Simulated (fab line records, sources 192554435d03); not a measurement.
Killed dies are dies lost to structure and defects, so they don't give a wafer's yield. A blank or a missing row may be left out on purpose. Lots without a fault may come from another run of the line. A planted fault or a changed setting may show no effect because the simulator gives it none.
Which tool did it? | flow n5_finfet | 24 lots, 72 wafers sampled, at 4 steps of a route of 1938

WHAT THE GAUGES READ, wafer by wafer
N5_BEOL_M1_CD_MEAS_35: target cd 18 nm, target cd y 21 nm. Usual: cd_nm 17.9 nm, standard deviation 0.36.
lot  | measured     | on        | cd_nm (nm)     | flag
L074 | day 6 14:10  | cd_sem-02 | 17.4 17.3 17.4 |
L075 | day 6 22:46  | cd_sem-02 | 18.4 17.9 17.9 |
L076 | day 6 22:53  | cd_sem-03 | 18.7 17.9 18.1 |
L078 | day 7 06:38  | cd_sem-02 | 17.9 17.8 18.2 |
L077 | day 7 03:19  | cd_sem-03 | 17.6 17.6 17.7 |
L079 | day 7 17:52  | cd_sem-01 | 17.2 17.4 17.7 |
L080 | day 8 05:42  | cd_sem-03 | 17.5 17.9 17.9 |
L081 | day 8 14:08  | cd_sem-01 | 17.5 18.1 18.3 |
L082 | day 8 17:26  | cd_sem-02 | 18.1 18.1 17.5 |
L083 | day 8 21:42  | cd_sem-01 | 18.0 17.3 17.7 |
L085 | day 8 21:58  | cd_sem-03 | 17.9 18.1 18.4 |
L084 | day 9 02:39  | cd_sem-03 | 18.2 17.5 18.4 |
L086 | day 9 08:28  | cd_sem-01 | 18.0 18.3 18.0 |
L088 | day 9 18:55  | cd_sem-02 | 17.6 17.9 18.2 |
L087 | day 10 05:05 | cd_sem-03 | 18.0 17.9 18.6 |
L089 | day 10 09:13 | cd_sem-02 | 17.6 16.9 18.4 |
L090 | day 10 17:28 | cd_sem-02 | 18.2 18.0 17.9 |
L091 | day 10 22:48 | cd_sem-02 | 17.6 18.3 17.5 |
L092 | day 11 09:17 | cd_sem-03 | 17.9 17.9 17.9 |
L094 | day 11 15:43 | cd_sem-02 | 18.2 17.9 18.1 |
L093 | day 11 18:01 | cd_sem-02 | 18.9 18.1 17.9 |
L096 | day 11 19:32 | cd_sem-03 | 17.8 17.6 17.9 |
L095 | day 11 19:43 | cd_sem-01 | 18.8 17.4 17.8 |
L097 | day 12 05:10 | cd_sem-01 | 18.1 17.7 18.0 |

WHICH TOOL RAN EACH LOT (tool, then ch and the chambers of the sampled wafers, then the start)
lot  | N5_BEOL_M1_ETCH_74                 | N5_BEOL_M1_ETCH_69                 | N5_BEOL_M1_VIA_ETCH_34
L074 | rie_diel-03 ch 0,2,3, day 6 01:40  | rie_diel-01 ch 1,2,3, day 6 02:40  | rie_diel-03 ch 0,2, day 6 13:45
L075 | rie_diel-03 ch 0,2, day 6 05:21    | rie_diel-02 ch 1,2,3, day 6 06:22  | rie_diel-03 ch 1,2,3, day 6 22:21
L076 | rie_diel-03 ch 0,2,3, day 6 08:24  | rie_diel-02 ch 1,2,3, day 6 09:17  | rie_diel-02 ch 0,3, day 6 22:28
L078 | rie_diel-01 ch 0,2,3, day 6 23:46  | rie_diel-03 ch 0,1,2, day 7 00:44  | rie_diel-03 ch 1,2,3, day 7 06:14
L077 | rie_diel-01 ch 1,2,3, day 7 00:02  | rie_diel-02 ch 0,1,3, day 7 01:22  | rie_diel-02 ch 1,2,3, day 7 02:55
L079 | rie_diel-01 ch 0,1,3, day 7 13:08  | rie_diel-02 ch 1,2,3, day 7 14:09  | rie_diel-03 ch 0,1,3, day 7 17:28
L080 | rie_diel-03 ch 0,1,2, day 8 02:47  | rie_diel-01 ch 0,1,3, day 8 04:31  | rie_diel-01 ch 0,1,3, day 8 05:11
L081 | rie_diel-02 ch 1,2,3, day 8 03:46  | rie_diel-02 ch 0,1,3, day 8 04:52  | rie_diel-03 ch 1,3, day 8 13:43
L082 | rie_diel-02 ch 0,2,3, day 8 10:08  | rie_diel-02 ch 1,2,3, day 8 11:01  | rie_diel-02 ch 0,1, day 8 17:01
L083 | rie_diel-03 ch 0,1,3, day 8 17:58  | rie_diel-02 ch 0,1,3, day 8 18:55  | rie_diel-01 ch 0,1,3, day 8 21:17
L085 | rie_diel-02 ch 0,2,3, day 8 18:08  | rie_diel-03 ch 0,3, day 8 19:02    | rie_diel-02 ch 0,1,3, day 8 21:34
L084 | rie_diel-03 ch 0,1,3, day 8 22:02  | rie_diel-02 ch 0,1,3, day 8 22:56  | rie_diel-01 ch 1,2,3, day 9 02:14
L086 | rie_diel-02 ch 0,1, day 9 01:37    | rie_diel-03 ch 0,2, day 9 02:38    | rie_diel-02 ch 0,3, day 9 08:04
L088 | rie_diel-01 ch 0,1,3, day 9 14:38  | rie_diel-02 ch 0,2,3, day 9 15:31  | rie_diel-02 ch 1,2,3, day 9 18:31
L087 | rie_diel-01 ch 0,3, day 9 20:08    | rie_diel-03 ch 0,2,3, day 9 21:03  | rie_diel-01 ch 0,1,2, day 10 04:40
L089 | rie_diel-01 ch 0,2, day 10 05:10   | rie_diel-01 ch 0,2, day 10 06:28   | rie_diel-03 ch 0,1,2, day 10 08:48
L090 | rie_diel-01 ch 1,2,3, day 10 11:06 | rie_diel-01 ch 0,1,3, day 10 12:34 | rie_diel-03 ch 0,2,3, day 10 17:02
L091 | rie_diel-03 ch 0,1,3, day 10 17:58 | rie_diel-03 ch 0,1,3, day 10 19:13 | rie_diel-01 ch 0,1, day 10 22:23
L092 | rie_diel-03 ch 1,2,3, day 11 04:47 | rie_diel-02 ch 0,2, day 11 05:52   | rie_diel-01 ch 0,3, day 11 08:53
L094 | rie_diel-03 ch 1,2,3, day 11 05:03 | rie_diel-02 ch 0,2,3, day 11 06:09 | rie_diel-02 ch 0,3, day 11 15:19
L093 | rie_diel-02 ch 1,2,3, day 11 09:40 | rie_diel-02 ch 0,3, day 11 10:41   | rie_diel-02 ch 0,1, day 11 17:37
L096 | rie_diel-02 ch 0,1,2, day 11 13:23 | rie_diel-03 ch 0,2,3, day 11 14:24 | rie_diel-02 ch 0,1, day 11 19:08
L095 | rie_diel-01 ch 1,3, day 11 14:11   | rie_diel-03 ch 0,3, day 11 15:11   | rie_diel-03 ch 0,2, day 11 19:19
L097 | rie_diel-03 ch 0,2, day 11 23:44   | rie_diel-03 ch 0,1, day 12 00:44   | rie_diel-01 ch 0,3, day 12 04:45
- N5_BEOL_M1_ETCH_74: etches underlayer in N2/H2, target depth 6.5 nm, time 5.2 s.
- N5_BEOL_M1_ETCH_69: etches SiARC in CF4, target depth 15.6 nm, time 26 s.
- N5_BEOL_M1_VIA_ETCH_34: etches the open film in C4F6/O2, target depth 67.8 nm, time 64.4 s.

WHAT THE TOOLS THEMSELVES READ (means of the sampled wafers that have a number; where no wafer has one, the mark that the record gives instead)
N5_BEOL_M1_ETCH_74. Usual: drypump_motor_current_A 5.6 A, standard deviation 0.4; etch_rf_on_time_s 5.25 s, standard deviation 0.17; oes_product_au 0.65 a.u., standard deviation 0.059; rf_vpp_V 523.4 V, standard deviation 2.6; showerhead_plenum_p_Torr 2.52 Torr, standard deviation 0.087; throttle_valve_pct 18.0 %, standard deviation 0.32.
lot  | tool        | drypump_motor_current_A (A) | etch_rf_on_time_s (s) | oes_product_au (a.u.) | rf_vpp_V (V) | showerhead_plenum_p_Torr (Torr) | throttle_valve_pct (%) | flag
L074 | rie_diel-03 | 5.5                         | 5.28                  | 0.64                  | 523.4        | 2.53                            | 18.2                   |
L075 | rie_diel-03 | 5.7                         | 5.13                  | 0.62                  | 523.8        | 2.55                            | 18.4                   |
L076 | rie_diel-03 | 5.5                         | 5.29                  | 0.63                  | 523.8        | 2.53                            | 18.2                   |
L078 | rie_diel-01 | 6.2                         | 5.14                  | 0.64                  | 524.2        | 2.53                            | 17.9                   |
L077 | rie_diel-01 | 5.8                         | 5.08                  | 0.65                  | 521.9        | 2.50                            | 18.0                   |
L079 | rie_diel-01 | 5.9                         | 5.08                  | 0.64                  | 520.5        | 2.46                            | 18.0                   |
L080 | rie_diel-03 | 5.5                         | 5.24                  | 0.60                  | 524.1        | 2.55                            | 18.4                   |
L081 | rie_diel-02 | 5.6                         | 5.36                  | 0.66                  | 522.9        | 2.51                            | 17.8                   |
L082 | rie_diel-02 | 5.6                         | 5.30                  | 0.71                  | 523.9        | 2.57                            | 17.6                   |
L083 | rie_diel-03 | 5.2                         | 5.39                  | 0.61                  | 523.7        | 2.54                            | 18.2                   |
L085 | rie_diel-02 | 5.6                         | 5.30                  | 0.71                  | 524.6        | 2.57                            | 17.6                   |
L084 | rie_diel-03 | 5.2                         | 5.41                  | 0.60                  | 523.3        | 2.54                            | 18.2                   |
L086 | rie_diel-02 | 5.6                         | 5.34                  | 0.69                  | 521.8        | 2.49                            | 17.9                   |
L088 | rie_diel-01 | 5.9                         | 5.09                  | 0.63                  | 521.2        | 2.45                            | 18.0                   |
L087 | rie_diel-01 | 6.3                         | 5.02                  | 0.63                  | 522.3        | 2.48                            | 17.9                   |
L089 | rie_diel-01 | 6.3                         | 5.26                  | 0.62                  | 524.9        | 2.55                            | 17.6                   |
L090 | rie_diel-01 | 5.8                         | 5.09                  | 0.63                  | 523.1        | 2.49                            | 18.0                   |
L091 | rie_diel-03 | 5.2                         | 5.34                  | 0.59                  | 524.3        | 2.53                            | 18.3                   |
L092 | rie_diel-03 | 5.4                         | 5.25                  | 0.66                  | 522.1        | 2.47                            | 18.2                   |
L094 | rie_diel-03 | 5.4                         | 5.32                  | 0.65                  | 523.0        | 2.47                            | 18.2                   |
L093 | rie_diel-02 | 5.6                         | 5.31                  | 0.64                  | 523.3        | 2.50                            | 17.9                   |
L096 | rie_diel-02 | 5.7                         | 5.28                  | 0.68                  | 523.2        | 2.52                            | 17.8                   |
L095 | rie_diel-01 | 5.6                         | 5.05                  | 0.63                  | 520.3        | 2.42                            | 18.2                   |
L097 | rie_diel-03 | 5.7                         | 5.11                  | 0.73                  | 523.3        | 2.53                            | 18.1                   |

N5_BEOL_M1_ETCH_69. Usual: drypump_motor_current_A 5.6 A, standard deviation 0.33; etch_rf_on_time_s 26.3 s, standard deviation 0.77; oes_product_au 0.67 a.u., standard deviation 0.075; rf_vpp_V 183.9 V, standard deviation 1; showerhead_plenum_p_Torr 2.13 Torr, standard deviation 0.063; throttle_valve_pct 15.71 %, standard deviation 0.25.
lot  | tool        | drypump_motor_current_A (A) | etch_rf_on_time_s (s) | oes_product_au (a.u.) | rf_vpp_V (V) | showerhead_plenum_p_Torr (Torr) | throttle_valve_pct (%) | flag
L074 | rie_diel-01 | 5.8                         | 25.8                  | 0.65                  | 184.2        | 2.10                            | 15.72                  |
L075 | rie_diel-02 | 5.6                         | 26.6                  | 0.68                  | 184.2        | 2.13                            | 15.66                  |
L076 | rie_diel-02 | 5.6                         | 26.6                  | 0.68                  | 184.7        | 2.13                            | 15.66                  |
L078 | rie_diel-03 | 5.5                         | 26.4                  | 0.60                  | 185.0        | 2.15                            | 16.08                  |
L077 | rie_diel-02 | 5.5                         | 26.2                  | 0.65                  | 183.9        | 2.14                            | 15.66                  |
L079 | rie_diel-02 | 5.6                         | 26.5                  | 0.66                  | 184.1        | 2.12                            | 15.67                  |
L080 | rie_diel-01 | 5.9                         | 26.0                  | 0.63                  | 183.6        | 2.07                            | 15.72                  |
L081 | rie_diel-02 | 5.5                         | 26.0                  | 0.73                  | 183.9        | 2.14                            | 15.52                  |
L082 | rie_diel-02 | 5.6                         | 26.6                  | 0.66                  | 183.9        | 2.12                            | 15.69                  |
L083 | rie_diel-02 | 5.5                         | 26.1                  | 0.72                  | 183.5        | 2.14                            | 15.53                  |
L085 | rie_diel-03 | 5.3                         | 26.7                  | 0.64                  | 184.5        | 2.17                            | 15.94                  |
L084 | rie_diel-02 | 5.5                         | 26.4                  | 0.71                  | 183.6        | 2.14                            | 15.53                  |
L086 | rie_diel-03 | 5.5                         | 25.8                  | 0.72                  | 183.8        | 2.18                            | 15.91                  |
L088 | rie_diel-02 | 5.6                         | 26.4                  | 0.70                  | 184.1        | 2.17                            | 15.50                  |
L087 | rie_diel-03 | 5.5                         | 26.0                  | 0.70                  | 183.6        | 2.13                            | 15.84                  |
L089 | rie_diel-01 | 6.2                         | 26.2                  | 0.63                  | 183.9        | 2.18                            | 15.45                  |
L090 | rie_diel-01 | 5.9                         | 25.5                  | 0.63                  | 184.1        | 2.06                            | 15.76                  |
L091 | rie_diel-03 | 5.2                         | 26.9                  | 0.60                  | 183.8        | 2.13                            | 16.01                  |
L092 | rie_diel-02 | 5.7                         | 26.7                  | 0.72                  | 183.9        | 2.17                            | 15.40                  |
L094 | rie_diel-02 | 5.6                         | 26.4                  | 0.69                  | 184.4        | 2.17                            | 15.51                  |
L093 | rie_diel-02 | 5.5                         | 25.7                  | 0.72                  | 184.1        | 2.18                            | 15.46                  |
L096 | rie_diel-03 | 5.5                         | 25.9                  | 0.69                  | 183.9        | 2.12                            | 15.88                  |
L095 | rie_diel-03 | 5.3                         | 26.8                  | 0.61                  | 184.2        | 2.17                            | 15.99                  |
L097 | rie_diel-03 | 5.3                         | 26.0                  | 0.70                  | 184.5        | 2.18                            | 15.93                  |

N5_BEOL_M1_VIA_ETCH_34. Usual: drypump_motor_current_A 5.6 A, standard deviation 0.38; oes_product_au 0.76 a.u., standard deviation 0.076; rf_vpp_V 664 V, standard deviation 15; showerhead_plenum_p_Torr 2.82 Torr, standard deviation 0.087; throttle_valve_pct 30.8 %, standard deviation 0.35.
lot  | tool        | drypump_motor_current_A (A) | oes_product_au (a.u.) | rf_vpp_V (V) | showerhead_plenum_p_Torr (Torr) | throttle_valve_pct (%) | flag
L074 | rie_diel-03 | 5.7                         | 0.73                  | 658          | 2.81                            | 30.9                   |
L075 | rie_diel-03 | 5.4                         | 0.72                  | 648          | 2.77                            | 31.0                   |
L076 | rie_diel-02 | 5.4                         | 0.78                  | 674          | 2.90                            | 30.6                   |
L078 | rie_diel-03 | 5.4                         | 0.71                  | 648          | 2.77                            | 31.0                   |
L077 | rie_diel-02 | 5.6                         | 0.79                  | 663          | 2.83                            | 30.7                   |
L079 | rie_diel-03 | 5.2                         | 0.72                  | 656          | 2.82                            | 31.0                   |
L080 | rie_diel-01 | 5.9                         | 0.75                  | 674          | 2.74                            | 30.8                   |
L081 | rie_diel-03 | 5.1                         | 0.70                  | 650          | 2.78                            | 31.1                   |
L082 | rie_diel-02 | 5.6                         | 0.82                  | 658          | 2.80                            | 30.9                   |
L083 | rie_diel-01 | 5.9                         | 0.74                  | 675          | 2.74                            | 30.8                   |
L085 | rie_diel-02 | 5.5                         | 0.84                  | 666          | 2.84                            | 30.7                   |
L084 | rie_diel-01 | 5.8                         | 0.74                  | 668          | 2.78                            | 30.7                   |
L086 | rie_diel-02 | 5.5                         | 0.89                  | 673          | 2.91                            | 30.6                   |
L088 | rie_diel-02 | 5.6                         | 0.76                  | 663          | 2.82                            | 30.8                   |
L087 | rie_diel-01 | 6.0                         | 0.74                  | 680          | 2.81                            | 30.4                   |
L089 | rie_diel-03 | 5.5                         | 0.79                  | 660          | 2.82                            | 30.8                   |
L090 | rie_diel-03 | 5.4                         | 0.80                  | 655          | 2.79                            | 30.7                   |
L091 | rie_diel-01 | 5.7                         | 0.74                  | 690          | 2.73                            | 30.7                   |
L092 | rie_diel-01 | 6.2                         | 0.71                  | 659          | 2.73                            | 31.0                   |
L094 | rie_diel-02 | 5.4                         | 0.85                  | 673          | 2.89                            | 30.5                   |
L093 | rie_diel-02 | 5.6                         | 0.85                  | 664          | 2.86                            | 30.8                   |
L096 | rie_diel-02 | 5.6                         | 0.85                  | 665          | 2.86                            | 30.8                   |
L095 | rie_diel-03 | 5.6                         | 0.78                  | 666          | 2.86                            | 30.7                   |
L097 | rie_diel-01 | 6.3                         | 0.71                  | 671          | 2.76                            | 30.7                   |

THE ANSWER, worked out from the rows above alone
Rule: a lot is off if the mean of its wafers that have a number lies more than 3 standard deviations from the usual mean. A lot without any number at a reading at which 4 lots or more have one is off too. The other lots that the step has rows for count as sound. The gauges are gone through in route order, then the tools' own readings, and for those a lot's mean is taken as printed above. The first step at which some lot is off is used, and at that step the reading that is off furthest; a lot without a number counts as furthest.
No lot is off at any reading shown: from this, nothing can be told.

WHAT THE SIMULATOR HAD PUT IN
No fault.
